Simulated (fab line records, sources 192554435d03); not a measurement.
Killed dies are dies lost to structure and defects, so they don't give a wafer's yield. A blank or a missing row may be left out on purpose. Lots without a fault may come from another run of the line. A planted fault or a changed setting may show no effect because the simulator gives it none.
Split-lot experiment | flow n5_finfet | 7 lots, 21 wafers read, on a route of 1938 steps

THE SPLIT
At N5_BEOL_M7_ALD_77 (deposits TaN, target thk 2 nm, pulse time 2 s, purge time 3 s), the setting ald_cycles was moved away from the recipe's 40 on 6 of the 21 wafers read, by -15.0% to +15.0%. The other wafers ran this setting at the recipe's value.

The reading is taken at the split's own step.

THE READING
TaN_of_BEOL_M7_ALD_77.thk_nm (the simulator's own value, which no gauge read), in nm, at N5_BEOL_M7_ALD_77 (deposits TaN, target thk 2 nm, pulse time 2 s, purge time 3 s). The file gives no usual value for it.

wafer  | tool, chamber at the split | ald_cycles as run | against the recipe | TaN_of_BEOL_M7_ALD_77.thk_nm, nm | against lot-mates on the recipe
L075.2 | ald_metal-01, 1            | 34                | -15.0%             | 1.8                              | -0.2
L075.3 | ald_metal-01, 3,2          | 40                | recipe             | 2                                | -
L075.4 | ald_metal-01, 3,2          | 40                | recipe             | 2                                | -
L078.1 | ald_metal-01, 0,2,3        | 40                | recipe             | 2                                | -
L078.2 | ald_metal-01, 0,2,3        | 40                | recipe             | 2                                | -
L078.5 | ald_metal-01, 0,2,3        | 40                | recipe             | 2                                | -
L081.3 | ald_metal-02, 1,2          | 46                | +15.0%             | 2.4                              | +0.4
L081.6 | ald_metal-02, 1,2          | 46                | +15.0%             | 2.4                              | +0.4
L081.5 | ald_metal-02, 3            | 40                | recipe             | 2                                | -
L080.2 | ald_metal-01, 2,1,3        | 40                | recipe             | 2                                | -
L080.4 | ald_metal-01, 2,1,3        | 40                | recipe             | 2                                | -
L080.6 | ald_metal-01, 2,1,3        | 40                | recipe             | 2                                | -
L087.3 | ald_metal-02, 3,2          | 44                | +10.0%             | 2.2                              | +0.2
L087.6 | ald_metal-02, 3,2          | 44                | +10.0%             | 2.2                              | +0.2
L087.4 | ald_metal-02, 2            | 40                | recipe             | 2                                | -
L093.4 | ald_metal-01, 3,1          | 40                | recipe             | 2                                | -
L093.5 | ald_metal-01, 3,1          | 40                | recipe             | 2                                | -
L093.6 | ald_metal-01, 0            | 35                | -12.5%             | 1.8                              | -0.2
L096.2 | ald_metal-02, 3,1,0        | 40                | recipe             | 2                                | -
L096.4 | ald_metal-02, 3,1,0        | 40                | recipe             | 2                                | -
L096.5 | ald_metal-02, 3,1,0        | 40                | recipe             | 2                                | -
Where a row lists several chambers, the file gives one row for several wafers and doesn't say which wafer went through which chamber.

THE FIT
A straight line over all 21 wafers: TaN_of_BEOL_M7_ALD_77.thk_nm changes by +0.0205 nm for each +1% of ald_cycles; r = +0.97; the points scatter about the line by 0.037 nm.
The same after taking each lot's own level away (the mean of its wafers on the recipe; 21 wafers): +0.0205 nm for each +1%; r = +0.97; scatter 0.037 nm.
On that fit, the largest move of ald_cycles shifts the reading by 0.31 nm.
The lots' own levels span 2.00 to 2.00 nm.
So the lot-to-lot level changes the slope little: the two slopes agree.
Check: with one of the wafers moved furthest among these (-15.0%) left out of the fit, the line predicts -0.331 nm for it against its lot-mates. It came out at -0.2 nm against them.

OTHER SPLITS ON THESE WAFERS
These wafers also went through other splits before the reading. Each is held against what the fit with the lots' levels taken away leaves over:
other split on the same wafers   | wafers away from the commonest value | r with TaN_of_BEOL_M7_ALD_77.thk_nm (lot level and that fit taken away)
N5_BEOL_M4_COAT_76 spin_rpm      | 4                                    | +0.10
N5_BEOL_M5_COAT_66 spin_rpm      | 9                                    | +0.00
N5_BEOL_M5_COAT_74 spin_rpm      | 7                                    | -0.33
N5_BEOL_M6_ETCH_66 bias_w        | 6                                    | +0.04
N5_BEOL_M6_TRENCH_ETCH_37 bias_w | 7                                    | -0.08
N5_BEOL_M7_DESCUM_33 time_s      | 3                                    | +0.03

THE FILE'S OWN FIT
TaN_of_BEOL_M7_ALD_77.thk_nm changes by +0.0191 nm for each +1% of ald_cycles, r = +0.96.
